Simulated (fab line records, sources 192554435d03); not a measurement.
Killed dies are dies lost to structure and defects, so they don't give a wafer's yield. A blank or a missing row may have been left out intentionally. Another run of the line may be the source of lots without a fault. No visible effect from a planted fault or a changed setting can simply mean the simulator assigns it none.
fab line records || flow n5_finfet
record {"lots": 4, "wafers": 12, "last_day": 15}
route steps=1938 shown BEOL_M11@1592 BEOL_M12@1602 PASSIVATION@1936
lots that met no fault: from a run of the same line without faults
start_h: hours from the record's opening day to when the first of the lot's shown wafers began || wait_h: how many hours have passed since the lot's step before this one || " unchanged from the row above || L1.1+2: a single row standing in for several wafers || - no value, or no start given || * or withheld: withheld || < > ~ a bound
route shown NAME@n: NAME is a module with steps in the file, n the number in the route of the first one || usual: mean and standard deviation over wafers with no fault || same: alike in all rows || chamber/n: place in a boat || sites: the reading at each site || _std_site: the standard deviation of these || _edge_site: the outer-site mean with the inner-site mean subtracted || radius_mm: for every site, how far away it sits from the centre of the wafer || mask NAME#n: copy n || behind: the tool/chamber that last shaped the wafer || hold: what put the lot on hold/how long, in hours/how the hold closed || device: names the non-switching transistor (n, p or np) || end of line: the tests these same wafers got at the end of their route || a step without rows: its recipe alone || killed: not the wafer's yield, but the dies lost to structure and defects at the first sort || map: dies across one wafer; x = killed, . = not, _ = none there
set.NAME: the setting the step ran with; set.NAME@STEP: the setting that earlier step ran with || model.NAME: the simulator's own value behind a step, which no gauge read
lots at selected steps of the route; one table per step, one row per wafer
services: the hour from which a tool's chamber was out of use, counted from the record's first day as start_h (under 0 if before that day), plus the number of hours and why
## steps
# step N5_BEOL_M11_CVD_75
# recipe {"material": "Co", "target_thk_a": 20, "temp_c": "withheld", "precursor": "CCTBA/H2", "pressure_torr": 30, "time_s": 138.9}
# step N5_BEOL_M11_SPUTTER_48
# recipe {"material": "Cu", "target_thk_a": 120, "temp_c": -20, "bias_v": 60, "power_w": 26000, "chamber_pressure_pa": 0.13, "time_s": 2}
# step N5_BEOL_M11_ECD_50
# recipe {"material": "Cu", "target_thk_a": 3180}
# step N5_BEOL_M11_ANNEAL_51
# recipe {"temp_c": 225, "time_s": 90, "ambient": "N2"}
# step N5_BEOL_M11_CMP_52
# recipe {"stop_on": "SiCOH_lowk", "t_overpolish_s": 7, "down_force_psi": 1, "platen_rpm": 50, "clearing_platen_down_force_psi": 1.5, "clearing_platen_rpm": 50, "post_cmp_clean": "cu_alkaline", "target_thk_nm": 140, "clearing_platen_pad_velocity_m_s": 0.99484, "pad_velocity_m_s": 0.99484}
# step N5_BEOL_M11_PRE_CLEAN_55
# recipe {"gas": "NH3", "time_s": 15, "temp_c": "withheld", "rf_power_w": 300}
# step N5_BEOL_M11_DEP_56
# recipe {"material": "SiCN", "target_thk_a": 300, "temp_c": "withheld", "precursor": "3MS/NH3", "pressure_torr": 3, "rf_w": 675, "time_s": 10.5}
# step N5_BEOL_M12_ILD_DEP_00
# recipe {"material": "SiOC", "target_thk_a": 6589.2, "temp_c": 350, "precursor": "DEMS/O2", "pressure_torr": 5, "rf_w": 500, "time_s": 130.7}
# step N5_BEOL_M12_COAT_58
# recipe {"resist": "BARC", "temp_c": 205, "time_s": 60, "spin_rpm": 1500, "resist_thk_nm": 89}
# usual {"dispense_pressure_kPa": "52.2/2.5", "spin_speed_rpm": "1499.9/1.1"}
{"lot.wafer": "L941.1", "tool": "litho_track-05", "chamber": 0, "start_h": 253.03, "wait_h": 0.0, "dispense_pressure_kPa": 53.1, "spin_speed_rpm": 1500.0, "model.BARC_of_BEOL_M12_COAT_58.thk_nm": 89}
{"lot.wafer": "L941.2", "tool": "litho_track-05", "chamber": 0, "start_h": 253.03, "wait_h": 0.0, "dispense_pressure_kPa": 53.2, "spin_speed_rpm": 1498.8, "model.BARC_of_BEOL_M12_COAT_58.thk_nm": 88.8}
{"lot.wafer": "L941.4", "tool": "litho_track-05", "chamber": 0, "start_h": 253.03, "wait_h": 0.0, "dispense_pressure_kPa": 53.1, "spin_speed_rpm": 1499.3, "model.BARC_of_BEOL_M12_COAT_58.thk_nm": 89}
{"lot.wafer": "L948.2", "tool": "litho_track-05", "chamber": 0, "start_h": 298.91, "wait_h": 0.0, "dispense_pressure_kPa": 53.2, "spin_speed_rpm": 1459.3, "model.BARC_of_BEOL_M12_COAT_58.thk_nm": 90.2}
{"lot.wafer": "L948.4", "tool": "litho_track-05", "chamber": 0, "start_h": 298.91, "wait_h": 0.0, "dispense_pressure_kPa": 53.2, "spin_speed_rpm": 1458.4, "model.BARC_of_BEOL_M12_COAT_58.thk_nm": 90}
{"lot.wafer": "L948.6", "tool": "litho_track-05", "chamber": 0, "start_h": 298.91, "wait_h": 0.0, "dispense_pressure_kPa": 53.1, "spin_speed_rpm": 1459.9, "model.BARC_of_BEOL_M12_COAT_58.thk_nm": 90.4}
{"lot.wafer": "L949.4", "tool": "litho_track-05", "chamber": 0, "start_h": 315.79, "wait_h": 0.0, "dispense_pressure_kPa": 53.1, "spin_speed_rpm": 1460.3, "model.BARC_of_BEOL_M12_COAT_58.thk_nm": 90.4}
{"lot.wafer": "L949.5", "tool": "litho_track-05", "chamber": 0, "start_h": 315.79, "wait_h": 0.0, "dispense_pressure_kPa": 53.2, "spin_speed_rpm": 1459.8, "model.BARC_of_BEOL_M12_COAT_58.thk_nm": 90.4}
{"lot.wafer": "L949.6", "tool": "litho_track-05", "chamber": 0, "start_h": 315.79, "wait_h": 0.0, "dispense_pressure_kPa": 53.2, "spin_speed_rpm": 1459.6, "model.BARC_of_BEOL_M12_COAT_58.thk_nm": 90.4}
{"lot.wafer": "L950.2", "tool": "litho_track-04", "chamber": 0, "start_h": 318.18, "wait_h": 0.0, "dispense_pressure_kPa": 47.8, "spin_speed_rpm": 1499.8, "model.BARC_of_BEOL_M12_COAT_58.thk_nm": 89}
{"lot.wafer": "L950.5", "tool": "litho_track-04", "chamber": 0, "start_h": 318.18, "wait_h": 0.0, "dispense_pressure_kPa": 47.8, "spin_speed_rpm": 1501.1, "model.BARC_of_BEOL_M12_COAT_58.thk_nm": 89}
{"lot.wafer": "L950.6", "tool": "litho_track-04", "chamber": 0, "start_h": 318.18, "wait_h": 0.0, "dispense_pressure_kPa": 47.8, "spin_speed_rpm": 1499.3, "model.BARC_of_BEOL_M12_COAT_58.thk_nm": 89.2}
# step N5_BEOL_M12_COAT_04
# recipe {"spin_rpm": 1625, "resist_thk_nm": 400}
# step N5_BEOL_M12_EBR_06
# recipe {"solvent": "PGMEA", "ebr_width_mm": 1.5}
# step N5_BEOL_M12_SOFTBAKE_05
# recipe {"temp_c": 130, "time_s": 60}
# step N5_BEOL_M12_EXPOSE_07
# recipe {"mask_id": "V11", "na": 0.93, "source_shape": "conventional", "sigma_outer": 0.6, "polarization": "unpolarized", "attpsm_phase_deg": 180, "dose_mj": 32.5}
# step N5_BEOL_M12_PEB_08
# recipe {"peb_temp_c": 130, "peb_time_s": 90}
# step N5_BEOL_M12_DEVELOP_09
# recipe {"develop_time_s": 45, "rinse_liquid": "diw", "dry": "air_spin", "dev_temp_c": 21}
# step N5_BEOL_M12_HARDBAKE_14
# recipe {"temp_c": 130, "time_s": 120}
# step N5_BEOL_M12_DESCUM_15
# recipe {"chemistry": "O2", "time_s": 7.9, "source_power_w": 50, "bias_power_w": 20, "pressure_mtorr": 20, "rf_frequency_hz": 2.712e+07, "temp_c": 40, "o2_flow_sccm": 225}
# step N5_BEOL_M12_ETCH_59
# recipe {"chemistry": "N2/H2", "target": "BARC", "target_depth_a": 890, "overetch_a": 267, "time_s": 67.9, "ion_energy_ev": 200, "pressure_mtorr": 30, "source_w": 840, "bias_w": 150, "n2_flow_sccm": 200, "h2_flow_sccm": 200}
# usual {"drypump_motor_current_A": "5.6/0.39", "oes_product_au": "0.67/0.063", "rf_vpp_V": "524.2/2.4", "showerhead_plenum_p_Torr": "2.56/0.086", "throttle_valve_pct": "17.81/0.2"}
{"lot.wafer": "L941.1", "tool": "rie_diel-02", "chamber": 2, "start_h": 253.55, "wait_h": 0.0, "drypump_motor_current_A": 6.6, "oes_product_au": 0.63, "rf_hours_counter_h": 181, "rf_vpp_V": 520.6, "showerhead_plenum_p_Torr": 2.42, "throttle_valve_pct": 17.80, "model.etch.depth_nm": 89.02}
{"lot.wafer": "L941.2", "tool": "rie_diel-02", "chamber": 1, "start_h": 253.55, "wait_h": 0.0, "drypump_motor_current_A": 5.4, "oes_product_au": 0.74, "rf_hours_counter_h": 29, "rf_vpp_V": 525.9, "showerhead_plenum_p_Torr": 2.60, "throttle_valve_pct": 17.92, "model.etch.depth_nm": 88.72}
{"lot.wafer": "L941.4", "tool": "rie_diel-02", "chamber": 0, "start_h": 253.55, "wait_h": 0.0, "drypump_motor_current_A": 5.4, "oes_product_au": 0.66, "rf_hours_counter_h": 140, "rf_vpp_V": 523.6, "showerhead_plenum_p_Torr": 2.55, "throttle_valve_pct": 17.68, "model.etch.depth_nm": 89}
{"lot.wafer": "L948.2", "tool": "rie_diel-05", "chamber": 3, "start_h": 299.43, "wait_h": 0.0, "drypump_motor_current_A": 5.7, "oes_product_au": 0.59, "rf_hours_counter_h": 248, "rf_vpp_V": 522.7, "showerhead_plenum_p_Torr": 2.48, "throttle_valve_pct": 17.68, "model.etch.depth_nm": 90.13}
{"lot.wafer": "L948.4", "tool": "rie_diel-05", "chamber": 2, "start_h": 299.43, "wait_h": 0.0, "drypump_motor_current_A": 5.8, "oes_product_au": 0.59, "rf_hours_counter_h": 236, "rf_vpp_V": 525.0, "showerhead_plenum_p_Torr": 2.61, "throttle_valve_pct": 17.49, "model.etch.depth_nm": 90.03}
{"lot.wafer": "L948.6", "tool": "rie_diel-05", "chamber": 2, "start_h": 299.43, "wait_h": 0.0, "drypump_motor_current_A": 5.8, "oes_product_au": 0.59, "rf_hours_counter_h": "-", "rf_vpp_V": 525.4, "showerhead_plenum_p_Torr": 2.61, "throttle_valve_pct": 17.48, "model.etch.depth_nm": 90.36}
{"lot.wafer": "L949.4", "tool": "rie_diel-05", "chamber": 0, "start_h": 316.42, "wait_h": 0.0, "drypump_motor_current_A": 5.6, "oes_product_au": 0.69, "rf_hours_counter_h": "-", "rf_vpp_V": 525.5, "showerhead_plenum_p_Torr": 2.69, "throttle_valve_pct": 17.95, "model.etch.depth_nm": 90.36}
{"lot.wafer": "L949.5", "tool": "rie_diel-05", "chamber": 1, "start_h": 316.42, "wait_h": 0.0, "drypump_motor_current_A": 5.4, "oes_product_au": 0.75, "rf_hours_counter_h": "-", "rf_vpp_V": 522.1, "showerhead_plenum_p_Torr": 2.49, "throttle_valve_pct": 17.88, "model.etch.depth_nm": 90.48}
{"lot.wafer": "L949.6", "tool": "rie_diel-05", "chamber": 2, "start_h": 316.42, "wait_h": 0.0, "drypump_motor_current_A": 5.8, "oes_product_au": 0.58, "rf_hours_counter_h": "-", "rf_vpp_V": 525.1, "showerhead_plenum_p_Torr": 2.60, "throttle_valve_pct": 17.50, "model.etch.depth_nm": 90.37}
{"lot.wafer": "L950.2", "tool": "rie_diel-02", "chamber": 0, "start_h": 318.72, "wait_h": 0.0, "drypump_motor_current_A": 5.4, "oes_product_au": 0.65, "rf_hours_counter_h": 161, "rf_vpp_V": 523.9, "showerhead_plenum_p_Torr": 2.54, "throttle_valve_pct": 17.73, "model.etch.depth_nm": 89.06}
{"lot.wafer": "L950.5", "tool": "rie_diel-02", "chamber": 0, "start_h": 318.72, "wait_h": 0.0, "drypump_motor_current_A": 5.4, "oes_product_au": 0.64, "rf_hours_counter_h": "-", "rf_vpp_V": 523.4, "showerhead_plenum_p_Torr": 2.54, "throttle_valve_pct": 17.72, "model.etch.depth_nm": 89.1}
{"lot.wafer": "L950.6", "tool": "rie_diel-02", "chamber": 1, "start_h": 318.72, "wait_h": 0.0, "drypump_motor_current_A": 5.4, "oes_product_au": 0.71, "rf_hours_counter_h": "-", "rf_vpp_V": 525.3, "showerhead_plenum_p_Torr": 2.60, "throttle_valve_pct": 17.97, "model.etch.depth_nm": 89.27}
# step N5_BEOL_M12_VIA_ETCH_16
# recipe {"chemistry": "C4F8/O2/Ar", "target": "SiOC", "pressure_mtorr": 30, "source_w": 3000, "bias_w": 700, "Ar_flow_sccm": 400, "C4F8_flow_sccm": 15, "O2_flow_sccm": 8, "he_inner_torr": 15, "he_outer_torr": 30, "target_depth_a": 7248, "time_s": "withheld", "ion_energy_ev": 250, "ends": "cleared"}
# step N5_BEOL_M12_STRIP_63
# recipe {"chemistry": "N2/H2", "power_w": 1000, "temp_c": 250, "h2_frac": 0.65, "overash_fraction": 0.3, "pressure_mtorr": 1000, "n2_flow_sccm": 1750, "h2_flow_sccm": 3250}
# step N5_BEOL_M12_STRIP_64
# recipe {"chemistry": "N2/H2", "power_w": 1000, "temp_c": 250, "h2_frac": 0.65, "overash_fraction": 0.3, "pressure_mtorr": "withheld", "n2_flow_sccm": 1750, "h2_flow_sccm": 3250}
# usual {"drypump_motor_current_A": "5.7/0.38", "heater_power_w": "345/12", "oes_product_au": "0.715/0.0046", "strip_time_to_endpoint_s": "31.32/0.071"}
{"lot.wafer": "L941.1", "tool": "plasma_asher-01", "chamber": 1, "start_h": 253.86, "wait_h": 0.0, "drypump_motor_current_A": 5.9, "heater_power_w": 361, "oes_product_au": 0.710, "rf_hours_counter_h": 63, "strip_time_to_endpoint_s": 31.31}
{"lot.wafer": "L941.2", "tool": "plasma_asher-01", "chamber": 0, "start_h": 253.86, "wait_h": 0.0, "drypump_motor_current_A": 5.2, "heater_power_w": 337, "oes_product_au": 0.716, "rf_hours_counter_h": 63, "strip_time_to_endpoint_s": 31.23}
{"lot.wafer": "L941.4", "tool": "plasma_asher-01", "chamber": 0, "start_h": 253.86, "wait_h": 0.0, "drypump_motor_current_A": 5.2, "heater_power_w": 332, "oes_product_au": 0.718, "rf_hours_counter_h": "-", "strip_time_to_endpoint_s": 31.31}
{"lot.wafer": "L948.2", "tool": "plasma_asher-01", "chamber": 0, "start_h": 299.74, "wait_h": 0.0, "drypump_motor_current_A": 5.2, "heater_power_w": 330, "oes_product_au": 0.711, "rf_hours_counter_h": 73, "strip_time_to_endpoint_s": 31.62}
{"lot.wafer": "L948.4", "tool": "plasma_asher-01", "chamber": 1, "start_h": 299.74, "wait_h": 0.0, "drypump_motor_current_A": 5.9, "heater_power_w": 345, "oes_product_au": 0.719, "rf_hours_counter_h": "-", "strip_time_to_endpoint_s": 31.61}
{"lot.wafer": "L948.6", "tool": "plasma_asher-01", "chamber": 1, "start_h": 299.74, "wait_h": 0.0, "drypump_motor_current_A": 5.9, "heater_power_w": 351, "oes_product_au": 0.698, "rf_hours_counter_h": "-", "strip_time_to_endpoint_s": 31.69}
{"lot.wafer": "L949.4", "tool": "plasma_asher-01", "chamber": 0, "start_h": 316.72, "wait_h": 0.0, "drypump_motor_current_A": 5.2, "heater_power_w": 333, "oes_product_au": 0.719, "rf_hours_counter_h": "-", "strip_time_to_endpoint_s": 31.68}
{"lot.wafer": "L949.5", "tool": "plasma_asher-01", "chamber": 0, "start_h": 316.72, "wait_h": 0.0, "drypump_motor_current_A": 5.2, "heater_power_w": 340, "oes_product_au": 0.716, "rf_hours_counter_h": "-", "strip_time_to_endpoint_s": 31.73}
{"lot.wafer": "L949.6", "tool": "plasma_asher-01", "chamber": 1, "start_h": 316.72, "wait_h": 0.0, "drypump_motor_current_A": 5.9, "heater_power_w": 351, "oes_product_au": 0.718, "rf_hours_counter_h": "-", "strip_time_to_endpoint_s": 31.71}
{"lot.wafer": "L950.2", "tool": "plasma_asher-01", "chamber": 0, "start_h": 319.03, "wait_h": 0.0, "drypump_motor_current_A": 5.2, "heater_power_w": 327, "oes_product_au": 0.721, "rf_hours_counter_h": 76, "strip_time_to_endpoint_s": 31.33}
{"lot.wafer": "L950.5", "tool": "plasma_asher-01", "chamber": 1, "start_h": 319.03, "wait_h": 0.0, "drypump_motor_current_A": 5.9, "heater_power_w": 376, "oes_product_au": 0.718, "rf_hours_counter_h": "-", "strip_time_to_endpoint_s": 31.34}
{"lot.wafer": "L950.6", "tool": "plasma_asher-01", "chamber": 0, "start_h": 319.03, "wait_h": 0.0, "drypump_motor_current_A": 5.2, "heater_power_w": 336, "oes_product_au": 0.717, "rf_hours_counter_h": "-", "strip_time_to_endpoint_s": 31.40}
# step N5_BEOL_M12_STRIP_71
# recipe {"chemistry": "post_etch_residue_remover", "time_s": 60, "temp_c": 25, "remover_ph": "withheld", "remover_water_wt_pct": "withheld", "remover_fluoride_wt_pct": "withheld"}
# step N5_PASSIVATION_PROBE_49
# usual {"defect_limited_yield": "91.0/1.5", "killed_at_M0_to_M3": "34/9.1", "killed_at_M4_up": "14/5.7", "killed_at_contacts": "13/5.7", "killed_at_front_end": "42/12", "killed_at_other": "4/3.4", "killed_dies": "106/17", "killed_open": "70/13", "killed_short": "34/7.5", "sort_bin_5_function": "5.2/0.94", "sort_bin_6_memory": "3.4/0.69", "sort_n_pass": "1074/17", "sort_yield_pct": "91.0/1.5"}
# same {"gross_dies": 1180, "killed_at_back_side": 0, "sort_bin_4_leakage[%]": 0, "sort_bin_8_speed[%]": 0}
{"lot.wafer": "L949.4", "tool": "prober-01", "chamber": "-", "start_h": 351.71, "wait_h": 0.2, "defect_limited_yield[%]": 90.5, "killed_at_M0_to_M3": 32, "killed_at_M4_up": 16, "killed_at_contacts": 16, "killed_at_front_end": 47, "killed_at_other": 1, "killed_dies": 112, "killed_open": 77, "killed_short": 34, "sort_bin_5_function[%]": 5.3, "sort_bin_6_memory[%]": 3.9, "sort_n_pass": 1068, "sort_yield_pct[%]": 90.5}
{"lot.wafer": "L949.5", "tool": "prober-01", "chamber": "-", "start_h": 351.76, "wait_h": 0.2, "defect_limited_yield[%]": 92.9, "killed_at_M0_to_M3": 20, "killed_at_M4_up": 15, "killed_at_contacts": 10, "killed_at_front_end": 38, "killed_at_other": 1, "killed_dies": 84, "killed_open": 57, "killed_short": 26, "sort_bin_5_function[%]": 4.1, "sort_bin_6_memory[%]": 2.8, "sort_n_pass": 1096, "sort_yield_pct[%]": 92.9}
{"lot.wafer": "L949.6", "tool": "prober-01", "chamber": "-", "start_h": 351.81, "wait_h": 0.3, "defect_limited_yield[%]": 91.9, "killed_at_M0_to_M3": 31, "killed_at_M4_up": 15, "killed_at_contacts": 11, "killed_at_front_end": 37, "killed_at_other": 2, "killed_dies": 96, "killed_open": 69, "killed_short": 26, "sort_bin_5_function[%]": 4.8, "sort_bin_6_memory[%]": 3.3, "sort_n_pass": 1084, "sort_yield_pct[%]": 91.9}
# killed by level:class
L949.4 MOL_CONTACT_COAG:geometric_particle:open=14 BEOL_M0_SAQP:geometric_particle:open=12 STI_FIN_REVEAL:geometric_particle:open=11 FIN_SAQP:geometric_particle:open=7 BEOL_M0_SAQP:geometric_particle:short=7 FIN_SAQP:geometric_particle:short=6 GATE_CUT:geometric_particle:short=5 GATE_CUT:geometric_particle:open=5
L949.5 STI_FIN_REVEAL:geometric_particle:open=9 GATE_CUT:geometric_particle:short=9 MOL_CONTACT_COAG:geometric_particle:open=9 BEOL_M3:geometric_particle:open=7 BEOL_M4:geometric_particle:open=6 BEOL_M2:geometric_particle:open=5 FIN_SAQP:geometric_particle:short=4 DUMMY_GATE:geometric_particle:open=4
L949.6 MOL_CONTACT_COAG:geometric_particle:open=9 STI_FIN_REVEAL:geometric_particle:open=8 GATE_CUT:geometric_particle:short=7 BEOL_M0_SAQP:geometric_particle:short=7 BEOL_M0_SAQP:geometric_particle:open=7 GATE_CUT:geometric_particle:open=6 BEOL_M2:geometric_particle:open=5 BEOL_M3:geometric_particle:open=5
## services
{"tool": "rie_diel-05", "chamber": 3, "start_h": 304.84, "hours": "-", "kind": "clean"}
{"tool": "rie_diel-05", "chamber": 3, "start_h": 304.84, "hours": "-", "kind": "consumable_replace:focus_ring"}
{"tool": "rie_diel-05", "chamber": 3, "start_h": 304.84, "hours": 21.1, "kind": "scheduled_down"}
{"tool": "rie_diel-05", "chamber": 3, "start_h": 304.84, "hours": 21.1, "kind": "vent_cycle"}
{"tool": "rie_diel-02", "chamber": 3, "start_h": 307.91, "hours": 13.1, "kind": "repair"}
## key
first_sign {"step": "N5_BEOL_M12_COAT_58", "reading": "spin_speed_rpm", "direction": "down", "sigmas": 38, "usual": "*", "struck": "*"}
effect {"step": "N5_BEOL_M12_STRIP_64", "reading": "strip_time_to_endpoint_s", "direction": "up", "sigmas": 5, "usual": "*", "struck": "*"}
model_effect {"step": "N5_BEOL_M12_COAT_58", "value": "BARC_of_BEOL_M12_COAT_58.thk_nm", "without": 89.1, "struck": 90.3}
model_effect {"step": "N5_BEOL_M12_ETCH_59", "value": "etch.depth_nm", "without": 89.08, "struck": 90.29}
met_at N5_BEOL_M12_COAT_58
struck_wafers L948.2,L948.4,L948.6,L949.4,L949.5,L949.6
onset_between 253.03 298.91
fault {"kind": "process_parameter_drift", "tool": "litho_track-05", "chamber": "-", "onset_h": 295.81, "steps": "N5_BEOL_M12_COAT_58", "channel": "spin_rpm", "offset": "*", "shape": "step", "end_h": 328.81, "acts_in": "*", "stated": "*"}
